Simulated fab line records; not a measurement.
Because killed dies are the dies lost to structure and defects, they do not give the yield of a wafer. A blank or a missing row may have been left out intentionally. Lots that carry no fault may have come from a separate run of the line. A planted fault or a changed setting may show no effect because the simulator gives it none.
Matching of chambers + flow n5Finfet + N5_BEOL_M12_ETCH_67 on rieDiel-04: 4 sister chambers
The step etches SiARC in CF4, target depth 143 nm, time 238.3 s. 14 wafers are shown with their chamber, then 7 later ones without.

== WAFERS WITH THEIR CHAMBER ==
| wafer  | chamber | showerheadPlenumPTorr (Torr) | etchRfOnTimeS (s) | throttleValvePct (%) |
|--------|---------|------------------------------|-------------------|----------------------|
| L074.1 | 3       | 2.10                         | 239               | 15.36                |
| L074.3 | 0       | 2.09                         | 230               | 15.26                |
| L074.5 | 3       | 2.10                         | 240               | 15.34                |
| L075.2 | 1       | 2.19                         | 237               | 16.04                |
| L075.4 | 0       | 2.09                         | 229               | 15.27                |
| L075.6 | 3       | 2.10                         | 243               | 15.33                |
| L079.1 | 2       | 2.19                         | 251               | 15.50                |
| L079.2 | 3       | 2.09                         | 239               | 15.37                |
| L079.3 | 1       | 2.19                         | 226               | 15.59                |
| L083.1 | 1       | 2.19                         | 228               | 15.60                |
| L083.2 | 2       | 2.18                         | 255               | 15.53                |
| L083.5 | 2       | 2.18                         | 255               | 15.51                |
| L084.1 | 3       | 2.09                         | 242               | 15.40                |
| L084.3 | 0       | 2.08                         | 228               | 15.33                |

SIGNATURES (averages over the wafers above)
| reading               | chamber 0 | chamber 1 | chamber 2 | chamber 3 | scatter within a chamber |
|-----------------------|-----------|-----------|-----------|-----------|--------------------------|
| showerheadPlenumPTorr | 2.0867    | 2.1900    | 2.1833    | 2.0960    | 0.00503                  |
| etchRfOnTimeS         | 229.00    | 230.33    | 253.67    | 240.60    | 3.07                     |
| throttleValvePct      | 15.2867   | 15.7433   | 15.5133   | 15.3600   | 0.118                    |
Rule: for a wafer and a chamber, the distance is found by dividing, reading by reading, the gap between the wafer's reading and the chamber's mean by the reading's scatter, squaring, summing and taking the root. The wafer belongs to the nearest chamber; if the next one is less than 2 further off, it can't be placed. How the scatter is found: for the shown wafers, subtract from each reading the mean of its chamber, square and add these, divide the total by (wafers less chambers), then take the root.

== WAFERS MISSING THEIR CHAMBER ==
| wafer  | showerheadPlenumPTorr (Torr) | etchRfOnTimeS (s) | throttleValvePct (%) |
|--------|------------------------------|-------------------|----------------------|
| L084.4 | 2.18                         | 252               | 15.52                |
| L086.1 | 2.08                         | 227               | 15.34                |
| L086.3 | 2.18                         | 251               | 15.53                |
| L086.5 | 2.18                         | 251               | 15.55                |
| L088.3 | 2.18                         | 225               | 15.63                |
| L088.5 | 2.18                         | 226               | 15.61                |
| L088.6 | 2.18                         | 250               | 15.54                |

== EACH ONE'S CHAMBER ==
| wafer  | from the rows above | in truth |
|--------|---------------------|----------|
| L084.4 | 2                   | 2        |
| L086.1 | 0                   | 0        |
| L086.3 | 2                   | 2        |
| L086.5 | 2                   | 2        |
| L088.3 | 1                   | 1        |
| L088.5 | 1                   | 1        |
| L088.6 | 2                   | 2        |
Correct placement for 7 of the 7. Left unplaced by these rows: 0. Placed wrongly: 0.
